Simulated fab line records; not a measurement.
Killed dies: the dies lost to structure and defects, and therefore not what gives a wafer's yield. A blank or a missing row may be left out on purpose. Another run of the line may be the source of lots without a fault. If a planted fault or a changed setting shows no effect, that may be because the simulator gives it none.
fab line records -- flow n5Finfet
record lots=6, wafers=16, lastDay=17
route steps=1938 shown BEOL_M9@1407
lots that met no fault: taken from a fault-free run of the same line
startH: hours from the record's opening day to when the first of the lot's shown wafers began -- waitH: how many hours have passed since the lot's step before this one -- " identical to the entry in the row above -- L1.1+2: a row that stands for several wafers -- - no value, or no start was given -- * or withheld: withheld -- < > ~ a bound
route shown NAME@n: a module of which the file shows steps, and the number in the route of the first -- usual: average and standard deviation across the fault-free wafers -- same: alike in all rows -- chamber/n: place in a boat -- sites: readings site by site -- _std_site: how widely they spread, as a standard deviation -- _edge_site: inner sites' mean taken away from outer sites' mean -- radiusMm: for every site, how far away it sits from the centre of the wafer -- mask NAME#n: copy n -- behind: tool/chamber where the wafer was last shaped -- hold: what put the lot on hold/how long, in hours/how the hold closed -- device: names the non-switching transistor (n, p or np) -- end of line: the tests these same wafers got at the end of their route -- a step without rows: its recipe alone -- killed: not the wafer's yield, but the dies lost to structure and defects at the first sort -- map: a wafer's dies, marking killed ones x, the rest . and places with no die _
set.NAME: the setting as run; set.NAME@STEP: as run at that earlier step -- model.NAME: the simulator's own value behind a step, which no gauge read
lots at selected steps of the route; one table per step, one row per wafer
services: a tool's chamber out of use, with start hour (startH, from the record's first day; less than 0 if before it), hours out, and reason
## steps
# step N5_BEOL_M9_COAT_60
# recipe resist=SiARC, tempC=220, timeS=60, spinRpm=1500, resistThkNm=30
# step N5_BEOL_M9_COAT_05
# recipe resist=CAR-ArF, spinRpm=1500, resistThkNm=90
# step N5_BEOL_M9_EBR_07
# recipe solvent=PGMEA, ebrWidthMm=1.5
# step N5_BEOL_M9_SOFTBAKE_06
# recipe tempC=110, timeS=60, resist=CAR-ArF
# step N5_BEOL_M9_EXPOSE_08
# recipe maskId=M9, na=1.35, sourceShape=dipole, sigmaInner=0.411, sigmaOuter=0.611, polarization=te, doseMj=53.75
# step N5_BEOL_M9_PEB_09
# recipe pebTempC=withheld, pebTimeS=60, resist=CAR-ArF
# step N5_BEOL_M9_DEVELOP_10
# recipe developTimeS=30, developer=TMAH, resist=CAR-ArF, rinseLiquid=diw, dry=airSpin, devTempC=23
# step N5_BEOL_M9_CD_MEAS_11
# recipe targetCdNm=64.1, landingEnergyEv=500, detector=seInlens, polarity=opening
# usual cdNm=64.1/0.61
lot.wafer,tool,chamber,startH,waitH,cdNm
L503.3,cdSem-03,0,239.92,-,64.5
L503.5,cdSem-03,0,239.92,-,64.0
L504.4,cdSem-03,0,259.82,-,64.9
L504.5,cdSem-03,0,259.82,-,63.9
L507.1,cdSem-03,0,267.10,-,63.6
L507.3,cdSem-03,0,267.10,-,63.2
L507.6,cdSem-03,0,267.10,-,63.7
L513.1,cdSem-02,0,301.85,-,63.8
L513.3,cdSem-02,0,301.85,-,64.1
L513.4,cdSem-02,0,301.85,-,64.1
L512.2,cdSem-02,0,302.15,-,63.6
L512.4,cdSem-02,0,302.15,-,64.1
L512.6,cdSem-02,0,302.15,-,65.1
L519.1,cdSem-02,0,348.59,-,64.7
L519.3,cdSem-02,0,348.59,-,63.7
L519.5,cdSem-02,0,348.59,-,63.8
# step N5_BEOL_M9_OVL_MEAS_12
# recipe pointsPerWafer=44
# usual M9_OVL=0.1/0.64
# same pointsPerWafer=44
lot.wafer,tool,chamber,startH,waitH,M9_OVL[nm]
L503.3,overlay-02,0,239.94,0.0,0.9
L503.5,overlay-02,0,239.94,0.0,0.3
L504.4,overlay-01,0,259.85,0.0,-0.1
L504.5,overlay-01,0,259.85,0.0,0.6
L507.1,overlay-02,0,267.13,0.0,0.0
L507.3,overlay-02,0,267.13,0.0,-0.2
L507.6,overlay-02,0,267.13,0.0,-0.7
L513.1,overlay-02,0,301.88,0.0,0.0
L513.3,overlay-02,0,301.88,0.0,-0.1
L513.4,overlay-02,0,301.88,0.0,0.3
L512.2,overlay-02,0,302.18,0.0,-0.2
L512.4,overlay-02,0,302.18,0.0,0.3
L512.6,overlay-02,0,302.18,0.0,0.7
L519.1,overlay-01,0,348.62,0.0,0.4
L519.3,overlay-01,0,348.62,0.0,-0.5
L519.5,overlay-01,0,348.62,0.0,1.0
# step N5_BEOL_M9_INSPECT_13
# recipe mode=adi, inspectInstrument=brightfield
# usual rawDefectCount=364/87
lot.wafer,tool,chamber,startH,waitH,rawDefectCount
L503.3,defectInspect-02,-,239.97,0.0,410
L503.5,defectInspect-02,-,239.97,0.0,479
L504.4,defectInspect-01,-,259.88,0.0,307
L504.5,defectInspect-01,-,259.88,0.0,322
L507.1,defectInspect-01,-,267.15,0.0,307
L507.3,defectInspect-01,-,267.15,0.0,329
L507.6,defectInspect-01,-,267.15,0.0,281
L513.1,defectInspect-01,-,301.90,0.0,327
L513.3,defectInspect-01,-,301.90,0.0,347
L513.4,defectInspect-01,-,301.90,0.0,347
L512.2,defectInspect-01,-,302.21,0.0,381
L512.4,defectInspect-01,-,302.21,0.0,377
L512.6,defectInspect-01,-,302.21,0.0,413
L519.1,defectInspect-01,-,348.65,0.0,394
L519.3,defectInspect-01,-,348.65,0.0,343
L519.5,defectInspect-01,-,348.65,0.0,275
# step N5_BEOL_M9_DESCUM_16
# recipe chemistry=O2, timeS=7.9, sourcePowerW=50, biasPowerW=20, pressureMtorr=20, rfFrequencyHz=2.712e+07, tempC=40, resist=CAR-ArF, o2FlowSccm=225
# usual drypumpMotorCurrentA=5.5/0.56, oesProductAu=0.79/0.085, rfVppV=243.3/1.7, showerheadPlenumPTorr=2.10/0.095, throttleValvePct=20.47/0.23
lot.wafer,tool,chamber,startH,waitH,drypumpMotorCurrentA,oesProductAu,rfHoursCounterH,rfVppV,showerheadPlenumPTorr,throttleValvePct
L503.3,rieDiel-03,1,240.00,0.0,5.0,0.85,51,244.9,2.21,20.15
L503.5,rieDiel-03,2,240.00,0.0,5.3,0.85,-,241.1,2.04,20.58
L504.4,rieDiel-06,3,259.91,0.0,4.7,0.81,117,244.3,2.10,20.48
L504.5,rieDiel-06,2,259.91,0.0,4.7,0.68,-,242.6,2.06,20.78
L507.1,rieDiel-03,1,267.49,0.3,5.0,0.84,64,245.6,2.21,20.18
L507.3,rieDiel-03,0,267.49,0.3,5.9,0.68,214,243.2,2.18,20.44
L507.6,rieDiel-03,1,267.49,0.3,5.0,0.83,-,245.4,2.21,20.19
L513.1,rieDiel-03,1,302.10,0.2,5.0,0.82,77,245.6,2.20,20.20
L513.3,rieDiel-03,3,302.10,0.2,6.5,0.96,10,247.0,2.24,20.20
L513.4,rieDiel-03,0,302.10,0.2,6.0,0.67,225,245.1,2.17,20.45
L512.2,rieDiel-02,2,302.30,0.1,5.7,0.79,118,242.2,2.01,20.49
L512.4,rieDiel-02,1,302.30,0.1,5.5,0.90,-,243.9,2.06,20.53
L512.6,rieDiel-02,2,302.30,0.1,5.7,0.78,-,240.9,2.01,20.49
L519.1,rieDiel-03,3,348.68,0.0,6.4,0.93,24,244.9,2.23,20.24
L519.3,rieDiel-03,2,348.68,0.0,5.3,0.80,104,240.4,2.03,20.66
L519.5,rieDiel-03,2,348.68,0.0,5.3,0.80,-,240.3,2.03,20.65
# step N5_BEOL_M9_ETCH_61
# recipe chemistry=CF4, target=SiARC, targetDepthA=390, maskMaterial=CAR-ArF, timeS=65, ionEnergyEv=80, pressureMtorr=40, sourceW=545, biasW=36, Ar_flow_sccm=100, cf4FlowSccm=100, ends=cleared
# usual biasW=36.02/0.1, cf4FlowSccm=100.0/0.33, drypumpMotorCurrentA=5.5/0.56, etchRfOnTimeS=66.1/1.6, oesProductAu=0.67/0.068, rfVppV=184.1/1.3, showerheadPlenumPTorr=2.15/0.096, throttleValvePct=15.66/0.25
lot.wafer,tool,chamber,startH,waitH,biasW,cf4FlowSccm,drypumpMotorCurrentA,etchRfOnTimeS,oesProductAu,rfHoursCounterH,rfVppV,showerheadPlenumPTorr,throttleValvePct
L503.3,rieDiel-03,1,240.04,0.0,36.07,100.2,5.1,67.6,0.71,51,185.6,2.26,15.34
L503.5,rieDiel-03,2,240.04,0.0,35.87,99.7,5.3,66.6,0.70,-,184.1,2.07,15.64
L504.4,rieDiel-06,3,259.94,0.0,36.21,99.5,4.8,63.7,0.70,117,183.7,2.13,15.64
L504.5,rieDiel-06,2,259.94,0.0,35.88,100.7,4.7,69.3,0.58,-,184.1,2.12,16.02
L507.1,rieDiel-03,1,267.52,0.0,35.89,100.0,5.0,67.5,0.70,64,185.3,2.26,15.37
L507.3,rieDiel-03,0,267.52,0.0,36.00,100.6,6.0,66.9,0.58,214,184.8,2.22,15.70
L507.6,rieDiel-03,1,267.52,0.0,36.10,99.4,5.0,66.9,0.71,-,185.4,2.26,15.37
L513.1,rieDiel-03,1,302.13,0.0,35.95,100.4,5.0,67.1,0.68,77,184.9,2.25,15.40
L513.3,rieDiel-03,3,302.13,0.0,35.96,100.3,6.5,66.0,0.81,10,184.6,2.27,15.32
L513.4,rieDiel-03,0,302.13,0.0,36.15,99.8,5.9,66.6,0.58,225,184.0,2.21,15.71
L512.2,rieDiel-02,2,302.34,0.0,36.08,100.1,5.6,65.7,0.68,118,184.2,2.06,15.59
L512.4,rieDiel-02,1,302.34,0.0,36.12,100.1,5.5,67.0,0.77,-,185.0,2.10,15.60
L512.6,rieDiel-02,2,302.34,0.0,35.97,100.3,5.6,65.6,0.68,-,182.2,2.06,15.58
L519.1,rieDiel-03,3,348.72,0.0,35.93,100.1,6.5,65.2,0.78,24,186.1,2.27,15.30
L519.3,rieDiel-03,2,348.72,0.0,35.97,99.7,5.3,66.7,0.67,104,183.2,2.06,15.71
L519.5,rieDiel-03,2,348.72,0.0,36.00,99.5,5.3,66.7,0.67,-,183.6,2.06,15.72
# step N5_BEOL_M9_ETCH_62
# recipe chemistry=N2/H2, target=SOC, targetDepthA=1100, overetchA=220, maskMaterial=SiARC, tempC=40, timeS=165, ionEnergyEv=200, pressureMtorr=30, sourceW=840, biasW=150, n2FlowSccm=200, h2FlowSccm=200
# usual biasW=150.0/0.43, chamberPressureMTorr=30.004/0.028, drypumpMotorCurrentA=5.5/0.56, h2FlowSccm=200.1/0.57, oesProductAu=0.67/0.067, rfVppV=524/3.4, showerheadPlenumPTorr=2.55/0.12, throttleValvePct=17.82/0.28
lot.wafer,tool,chamber,startH,waitH,biasW,chamberPressureMTorr,drypumpMotorCurrentA,h2FlowSccm,oesProductAu,rfHoursCounterH,rfVppV,showerheadPlenumPTorr,throttleValvePct,model.CAR-ArF_of_BEOL_M9_COAT_05.thkNm,model.SiARC_of_BEOL_M9_COAT_60.thkNm
L503.3,rieDiel-03,1,240.09,0.0,150.4,29.976,5.0,199.7,0.72,51,529,2.70,17.64,0,24
L503.5,rieDiel-03,2,240.09,0.0,149.6,30.017,5.3,199.8,0.71,-,523,2.47,17.81,0,23.6
L504.4,rieDiel-06,3,259.99,0.0,149.7,29.988,4.8,199.9,0.68,117,526,2.54,17.80,0,23.8
L504.5,rieDiel-06,2,259.99,0.0,150.0,29.989,4.7,200.6,0.59,-,523,2.50,18.23,0,24.4
L507.1,rieDiel-03,1,267.57,0.0,149.5,29.943,5.0,200.3,0.71,64,529,2.70,17.66,0,24.2
L507.3,rieDiel-03,0,267.57,0.0,149.8,30.006,5.9,200.1,0.59,214,526,2.63,17.74,0,24
L507.6,rieDiel-03,1,267.57,0.0,150.9,30.047,5.0,199.8,0.70,-,528,2.70,17.66,0,24.2
L513.1,rieDiel-03,1,302.18,0.0,-,-,-,-,-,-,-,-,-,56,30.2
L513.3,rieDiel-03,3,302.18,0.0,-,-,-,-,-,-,-,-,-,55.8,30.2
L513.4,rieDiel-03,0,302.18,0.0,-,-,-,-,-,-,-,-,-,55.8,30.2
L512.2,rieDiel-02,2,302.39,0.0,-,-,-,-,-,-,-,-,-,55.4,30
L512.4,rieDiel-02,1,302.39,0.0,-,-,-,-,-,-,-,-,-,55.4,30.2
L512.6,rieDiel-02,2,302.39,0.0,-,-,-,-,-,-,-,-,-,55.2,30
L519.1,rieDiel-03,3,348.77,0.0,151.0,30.026,6.5,200.6,0.78,24,529,2.70,17.41,0,24
L519.3,rieDiel-03,2,348.77,0.0,150.4,29.996,5.2,200.6,0.67,105,522,2.45,17.89,0,23.8
L519.5,rieDiel-03,2,348.77,0.0,149.8,29.994,5.3,200.7,0.66,-,523,2.45,17.88,0,23.8
# step N5_BEOL_M9_STRIP_68
# recipe chemistry=N2/H2, tempC=40, n2FlowSccm=200, h2FlowSccm=200, rfFrequencyHz=6e+07
# step N5_BEOL_M9_STRIP_67
# recipe chemistry=CF4, resist=SiARC, powerW=300, biasPowerW=75, pressureMtorr=50, cf4FlowSccm=150, rfFrequencyHz=6e+07
# usual drypumpMotorCurrentA=5.5/0.56, oesProductAu=0.79/0.078, rfVppV=271.1/1.9, showerheadPlenumPTorr=1.80/0.08, throttleValvePct=13.64/0.27
lot.wafer,tool,chamber,startH,waitH,drypumpMotorCurrentA,oesProductAu,rfHoursCounterH,rfVppV,showerheadPlenumPTorr,throttleValvePct
L503.3,rieDiel-03,1,240.23,0.0,5.0,0.86,52,273.8,1.89,13.30
L503.5,rieDiel-03,2,240.23,0.0,5.3,0.83,-,271.9,1.72,13.57
L504.4,rieDiel-06,3,260.14,0.0,4.7,0.80,117,270.6,1.79,13.66
L504.5,rieDiel-06,2,260.14,0.0,4.7,0.70,-,270.4,1.77,13.98
L507.1,rieDiel-03,1,267.72,0.0,5.0,0.84,64,272.5,1.89,13.33
L507.3,rieDiel-03,0,267.72,0.0,5.9,0.69,214,272.7,1.86,13.70
L507.6,rieDiel-03,1,267.72,0.0,5.0,0.83,-,274.4,1.89,13.32
L513.1,rieDiel-03,1,302.33,0.0,5.0,0.82,77,274.0,1.89,13.36
L513.3,rieDiel-03,3,302.33,0.0,6.5,0.96,10,273.7,1.92,13.29
L513.4,rieDiel-03,0,302.33,0.0,5.9,0.68,226,273.3,1.86,13.72
L512.2,rieDiel-02,2,302.53,0.0,5.7,0.81,118,268.2,1.73,13.58
L512.4,rieDiel-02,1,302.53,0.0,5.4,0.91,-,270.8,1.76,13.52
L512.6,rieDiel-02,2,302.53,0.0,5.7,0.80,-,269.5,1.73,13.55
L519.1,rieDiel-03,3,348.91,0.0,6.5,0.92,24,272.8,1.92,13.32
L519.3,rieDiel-03,2,348.91,0.0,5.3,0.79,105,268.8,1.72,13.63
L519.5,rieDiel-03,2,348.91,0.0,5.3,0.79,-,270.6,1.71,13.64
# step N5_BEOL_M9_HM_OPEN_17
# recipe chemistry=Cl2/BCl3, targetDepthA=200, overetchA=60, target=TiN, maskMaterial=SOC, ionEnergyEv=150, pressureMtorr=10, icpW=1000, biasW=126, Cl2_flow_sccm=53.25, bcl3FlowSccm=21.75, Ar_flow_sccm=25
# usual drypumpMotorCurrentA=5.89/0.25, oesProductAu=0.66/0.055, throttleValvePct=22.26/0.23
lot.wafer,tool,chamber,startH,waitH,drypumpMotorCurrentA,oesProductAu,rfHoursCounterH,throttleValvePct
L503.3,rieMetal-02,1,240.30,0.1,5.67,0.53,-,22.95
L503.5,rieMetal-02,1,240.30,0.1,5.66,0.53,-,22.93
L504.4,rieMetal-03,0,260.21,0.1,5.80,0.68,-,22.24
L504.5,rieMetal-03,1,260.21,0.1,5.56,0.68,-,22.20
L507.1,rieMetal-01,1,267.76,0.0,6.01,0.63,54,22.13
L507.3,rieMetal-01,1,267.76,0.0,6.05,0.63,-,22.15
L507.6,rieMetal-01,0,267.76,0.0,6.30,0.71,-,22.31
L513.1,rieMetal-03,1,302.37,0.0,5.58,0.29,41,22.87
L513.3,rieMetal-03,1,302.37,0.0,5.60,0.30,-,22.86
L513.4,rieMetal-03,0,302.37,0.0,5.78,0.29,-,22.89
L512.2,rieMetal-03,1,302.57,0.0,5.57,0.29,41,22.89
L512.4,rieMetal-03,0,302.57,0.0,5.78,0.30,-,22.90
L512.6,rieMetal-03,0,302.57,0.0,5.77,0.29,-,22.90
L519.1,rieMetal-02,0,348.96,0.0,6.06,0.61,74,22.04
L519.3,rieMetal-02,0,348.96,0.0,6.04,0.60,-,22.04
L519.5,rieMetal-02,1,348.96,0.0,5.64,0.75,-,22.50
# step N5_BEOL_M9_STRIP_19
# recipe chemistry=O2, powerW=400, tempC=40, pressureMtorr=30, rfFrequencyHz=6e+07, biasPowerW=0, overashFraction=0.2, o2FlowSccm=225
# usual drypumpMotorCurrentA=5.4/0.56, oesProductAu=0.80/0.092, rfVppV=3.7/0.57, showerheadPlenumPTorr=2.10/0.085, throttleValvePct=16.69/0.23
lot.wafer,tool,chamber,startH,waitH,drypumpMotorCurrentA,oesProductAu,rfHoursCounterH,rfVppV,showerheadPlenumPTorr,throttleValvePct
L503.3,rieDiel-03,1,240.38,0.1,5.0,0.85,52,4.5,2.22,16.39
L503.5,rieDiel-03,3,240.38,0.1,6.5,0.69,-,3.4,1.98,16.84
L504.4,rieDiel-03,1,260.31,0.1,5.0,0.84,-,3.7,2.21,16.38
L504.5,rieDiel-03,2,260.31,0.1,5.3,0.82,-,4.7,2.04,16.86
L507.1,rieDiel-03,2,267.87,0.1,5.3,0.82,80,4.5,2.04,16.86
L507.3,rieDiel-03,1,267.87,0.1,5.0,0.84,64,3.1,2.21,16.42
L507.6,rieDiel-03,2,267.87,0.1,5.3,0.82,-,3.0,2.04,16.86
L513.1,rieDiel-06,1,302.52,0.1,5.4,0.75,142,4.8,2.17,16.53
L513.3,rieDiel-06,1,302.52,0.1,5.4,0.74,-,3.6,2.17,16.53
L513.4,rieDiel-06,2,302.52,0.1,4.7,0.95,-,3.6,2.06,16.54
L512.2,rieDiel-06,1,302.69,0.1,5.4,0.75,142,2.9,2.17,16.55
L512.4,rieDiel-06,1,302.69,0.1,5.4,0.76,-,3.0,2.17,16.54
L512.6,rieDiel-06,2,302.69,0.1,4.7,0.96,-,2.7,2.06,16.52
L519.1,rieDiel-03,0,349.07,0.1,5.9,0.66,240,3.7,2.17,16.79
L519.3,rieDiel-03,1,349.07,0.1,5.0,0.80,90,5.1,2.20,16.45
L519.5,rieDiel-03,1,349.07,0.1,5.0,0.80,-,3.8,2.20,16.45
# step N5_BEOL_M9_CD_MEAS_18
# recipe pitchNm=140, targetCdNm=70
# usual cdNm=70.0/0.69
lot.wafer,tool,chamber,startH,waitH,cdNm
L503.3,cdSem-02,-,240.46,0.1,69.8
L503.5,cdSem-02,-,240.46,0.1,70.8
L504.4,cdSem-03,-,260.37,0.0,70.9
L504.5,cdSem-03,-,260.37,0.0,69.9
L507.1,cdSem-02,-,267.94,0.0,69.2
L507.3,cdSem-02,-,267.94,0.0,69.4
L507.6,cdSem-02,-,267.94,0.0,69.6
L513.1,cdSem-02,-,302.61,0.1,-
L513.3,cdSem-02,-,302.61,0.1,-
L513.4,cdSem-02,-,302.61,0.1,-
L512.2,cdSem-02,-,302.78,0.1,-
L512.4,cdSem-02,-,302.78,0.1,-
L512.6,cdSem-02,-,302.78,0.1,-
L519.1,cdSem-01,-,349.14,0.0,70.0
L519.3,cdSem-01,-,349.14,0.0,70.4
L519.5,cdSem-01,-,349.14,0.0,69.4
# step N5_BEOL_M9_COAT_63
# recipe resist=SOC, tempC=250, timeS=60, spinRpm=1500, resistThkNm=60
## services
tool,chamber,startH,hours,kind
rieDiel-03,3,257.80,-,clean
rieDiel-03,3,257.80,-,consumableReplace:focusRing
rieDiel-03,3,257.80,-,consumableReplace:showerhead
rieDiel-03,3,257.80,16.7,scheduledDown
rieDiel-03,3,257.80,16.7,ventCycle
rieDiel-06,2,262.16,-,clean
rieDiel-06,2,262.16,-,consumableReplace:focusRing
rieDiel-06,2,262.16,25.1,scheduledDown
rieDiel-06,2,262.16,25.1,ventCycle
rieDiel-03,0,274.83,3.8,repair
rieDiel-06,3,276.39,6.5,repair
rieDiel-02,3,277.39,11.6,repair
rieDiel-06,0,287.31,-,clean
rieDiel-06,0,287.31,-,consumableReplace:focusRing
rieDiel-06,0,287.31,-,consumableReplace:showerhead
rieDiel-06,0,287.31,19.2,scheduledDown
rieDiel-06,0,287.31,19.2,ventCycle
rieMetal-02,0,288.25,18.7,repair
rieDiel-06,3,289.56,18.8,repair
rieDiel-02,3,297.64,18.1,repair
rieDiel-02,1,303.65,4.8,repair
rieDiel-06,1,313.27,20.2,repair
rieDiel-02,0,320.60,12.9,repair
rieDiel-03,2,336.02,2.5,repair
## key
firstSign step=N5_BEOL_M9_ETCH_62, reading=toolRecord, direction=missing
effect step=N5_BEOL_M9_HM_OPEN_17, reading=oesProductAu, direction=down, sigmas=6.7, usual=0.66, struck=0.29
effect step=N5_BEOL_M9_CD_MEAS_18, reading=cdNm, direction=missing
modelEffect step=N5_BEOL_M9_ETCH_62, value=CAR-ArF_of_BEOL_M9_COAT_05.thkNm, without=0, struck=55.6
metAt N5_BEOL_M9_ETCH_62
struckWafers L512.2,L512.4,L512.6,L513.1,L513.3,L513.4
laterRowsLeftOut L512.2,L512.4,L512.6,L513.1,L513.3,L513.4
sortLeftOut L512.2,L512.4,L512.6,L513.1,L513.3,L513.4
onsetBetween 267.57 302.18
fault kind=skippedStepWhole, tool=rieDiel-02,rieDiel-03, chamber=-, onsetH=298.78, steps=N5_BEOL_M9_ETCH_62, scope=struckLotsOnly
# sortLeftOut: the simulated sort isn't trusted on such a fault, so these wafers' sort isn't shown, and their yield isn't known
# laterRowsLeftOut: the simulator's readings of these wafers behind a module that went badly wrong aren't trusted and aren't shown, but for the sort
